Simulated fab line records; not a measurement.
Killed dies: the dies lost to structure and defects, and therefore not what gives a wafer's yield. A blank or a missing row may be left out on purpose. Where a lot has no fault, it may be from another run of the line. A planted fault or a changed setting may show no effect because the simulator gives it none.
Split-lot study :: flow n5Finfet :: route with 1938 steps; 7 lots, 21 wafers read

## ON THE SPLIT
At N5_BEOL_M3_PECVD_72 (deposits SiO2 from TEOS/O2, target thk 16 nm, time 18 s), the setting tempC was moved away from the recipe's 400 C on 8 of the 21 wafers read, by +3.2% to +4.1%. The other wafers ran this setting at the recipe's value.

## FROM THE SPLIT TO THE READING: what the file shows between them, 8 steps
- N5_BEOL_M3_EXPOSE_08: exposes mask M3 (also split here: doseMj)
- N5_BEOL_M3_PEB_09: peb time 60 s
- N5_BEOL_M3_DEVELOP_10: develop time 30 s
- N5_BEOL_M3_DESCUM_16: chemistry O2, time 7 s
- N5_BEOL_M3_ETCH_74: etches underlayer in N2/H2, target depth 6.5 nm, time 5.2 s
- N5_BEOL_M3_ETCH_63: etches SiARC in CF4, target depth 15.6 nm, time 26 s
- N5_BEOL_M3_ETCH_64: etches SOC in N2/H2, target depth 75 nm, overetch 15 nm, time 112.5 s
- N5_BEOL_M3_STRIP_97: strips in N2/H2, time 10 s

## THE READING
SiO2_of_BEOL_M3_PECVD_72.thkNm (the simulator's own value, which no gauge read), in nm, at N5_BEOL_M3_HM_STRIP_39 (strips TiN in peroxide tin strip, target depth 25 nm, time 158 s). The file does not state a usual value for it. Across the 13 wafers here that went through the recipe, the average is 15.9 nm and the standard deviation 0.32 nm.

wafer: L074.2
tool, chamber at the split: pecvd-03, 2
tempC as run, C: 416.3
against the recipe: +4.1%
SiO2_of_BEOL_M3_PECVD_72.thkNm, nm: 13.8
against lot-mates on the recipe: -2.0

wafer: L074.3
tool, chamber at the split: pecvd-03, 1
tempC as run, C: 416.3
against the recipe: +4.1%
SiO2_of_BEOL_M3_PECVD_72.thkNm, nm: 14
against lot-mates on the recipe: -1.8

wafer: L074.4
tool, chamber at the split: pecvd-03, 1
tempC as run, C: 400
against the recipe: recipe
SiO2_of_BEOL_M3_PECVD_72.thkNm, nm: 15.8
against lot-mates on the recipe: -

wafer: L078.2
tool, chamber at the split: pecvd-01, 0
tempC as run, C: 413.2
against the recipe: +3.3%
SiO2_of_BEOL_M3_PECVD_72.thkNm, nm: 14
against lot-mates on the recipe: -1.4

wafer: L078.3
tool, chamber at the split: pecvd-01, 1
tempC as run, C: 400
against the recipe: recipe
SiO2_of_BEOL_M3_PECVD_72.thkNm, nm: 15.4
against lot-mates on the recipe: -

wafer: L078.5
tool, chamber at the split: pecvd-01, 1
tempC as run, C: 413.2
against the recipe: +3.3%
SiO2_of_BEOL_M3_PECVD_72.thkNm, nm: 14.4
against lot-mates on the recipe: -1.0

wafer: L081.1
tool, chamber at the split: pecvd-04, 0,2
tempC as run, C: 400
against the recipe: recipe
SiO2_of_BEOL_M3_PECVD_72.thkNm, nm: 15.8
against lot-mates on the recipe: -

wafer: L081.3
tool, chamber at the split: pecvd-04, 0,2
tempC as run, C: 400
against the recipe: recipe
SiO2_of_BEOL_M3_PECVD_72.thkNm, nm: 16
against lot-mates on the recipe: -

wafer: L081.4
tool, chamber at the split: pecvd-04, 1
tempC as run, C: 400
against the recipe: recipe
SiO2_of_BEOL_M3_PECVD_72.thkNm, nm: 16.6
against lot-mates on the recipe: -

wafer: L084.1
tool, chamber at the split: pecvd-04, 2,0
tempC as run, C: 400
against the recipe: recipe
SiO2_of_BEOL_M3_PECVD_72.thkNm, nm: 15.6
against lot-mates on the recipe: -

wafer: L084.2
tool, chamber at the split: pecvd-04, 2,0
tempC as run, C: 400
against the recipe: recipe
SiO2_of_BEOL_M3_PECVD_72.thkNm, nm: 15.6
against lot-mates on the recipe: -

wafer: L084.6
tool, chamber at the split: pecvd-04, 1
tempC as run, C: 413
against the recipe: +3.2%
SiO2_of_BEOL_M3_PECVD_72.thkNm, nm: 14.6
against lot-mates on the recipe: -1.0

wafer: L089.2
tool, chamber at the split: pecvd-04, 0
tempC as run, C: 400
against the recipe: recipe
SiO2_of_BEOL_M3_PECVD_72.thkNm, nm: 15.6
against lot-mates on the recipe: -

wafer: L089.4
tool, chamber at the split: pecvd-04, 2
tempC as run, C: 400
against the recipe: recipe
SiO2_of_BEOL_M3_PECVD_72.thkNm, nm: 16
against lot-mates on the recipe: -

wafer: L089.6
tool, chamber at the split: pecvd-04, 2
tempC as run, C: 415.6
against the recipe: +3.9%
SiO2_of_BEOL_M3_PECVD_72.thkNm, nm: 14.2
against lot-mates on the recipe: -1.6

wafer: L091.2
tool, chamber at the split: pecvd-03, 1
tempC as run, C: 414.8
against the recipe: +3.7%
SiO2_of_BEOL_M3_PECVD_72.thkNm, nm: 13.8
against lot-mates on the recipe: -2.4

wafer: L091.3
tool, chamber at the split: pecvd-03, 2
tempC as run, C: 414.8
against the recipe: +3.7%
SiO2_of_BEOL_M3_PECVD_72.thkNm, nm: 14.2
against lot-mates on the recipe: -2.0

wafer: L091.5
tool, chamber at the split: pecvd-03, 0
tempC as run, C: 400
against the recipe: recipe
SiO2_of_BEOL_M3_PECVD_72.thkNm, nm: 16.2
against lot-mates on the recipe: -

wafer: L097.1
tool, chamber at the split: pecvd-04, 0
tempC as run, C: 400
against the recipe: recipe
SiO2_of_BEOL_M3_PECVD_72.thkNm, nm: 15.8
against lot-mates on the recipe: -

wafer: L097.4
tool, chamber at the split: pecvd-04, 0
tempC as run, C: 400
against the recipe: recipe
SiO2_of_BEOL_M3_PECVD_72.thkNm, nm: 15.6
against lot-mates on the recipe: -

wafer: L097.5
tool, chamber at the split: pecvd-04, 2
tempC as run, C: 400
against the recipe: recipe
SiO2_of_BEOL_M3_PECVD_72.thkNm, nm: 16.2
against lot-mates on the recipe: -
When a row names more than one chamber, that row covers several wafers, and the file does not tell which wafer ran in which chamber.

THE FIT
A straight line over all 21 wafers: SiO2_of_BEOL_M3_PECVD_72.thkNm changes by -0.475 nm for each +1% of tempC; r = -0.95; the points scatter about the line by 0.29 nm.
The same after taking each lot's own level away (the mean of its wafers on the recipe; 21 wafers): -0.457 nm for each +1%; r = -0.94; scatter 0.31 nm.
Per that fit: largest tempC move, reading shift of 1.9 nm.
From 15.40 to 16.20 nm: that is the span of the lots' own levels, equal to 2.5 times the standard deviation above.
The two slopes agree, so the slope changes little with the lot-to-lot level.
Check: with one of the wafers moved furthest among these (+4.1%) left out of the fit, the line predicts -1.83 nm for it against its lot-mates. It came out at -2 nm against them.

## FURTHER SPLITS ON THESE WAFERS
Other splits were also applied to these wafers ahead of the reading. Each is held against what the fit with the lots' levels taken away leaves over:
other split on the same wafers: N5_BEOL_M3_EXPOSE_08 doseMj
wafers away from the commonest value: 7
r with SiO2_of_BEOL_M3_PECVD_72.thkNm (lot level and that fit taken away): -0.18

## THE WHOLE CHAIN: every reading that the file lists as answering this split, in the file's order
step: N5_BEOL_M3_PECVD_72
what it does: deposits SiO2 from TEOS/O2, target thk 16 nm, time 18 s
reading: SiO2_of_BEOL_M3_PECVD_72.thkNm (the simulator's own value, which no gauge read)
change (the file's fit): -0.459 nm for each +1% of the setting
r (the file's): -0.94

step: N5_BEOL_M3_HM_STRIP_39
what it does: strips TiN in peroxide tin strip, target depth 25 nm, time 158 s
reading: SiO2_of_BEOL_M3_PECVD_72.thkNm (the simulator's own value, which no gauge read)
change (the file's fit): -0.438 nm for each +1% of the setting
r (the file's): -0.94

## THE FILE'S OWN FIT
SiO2_of_BEOL_M3_PECVD_72.thkNm changes by -0.438 nm for each +1% of tempC, r = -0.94.
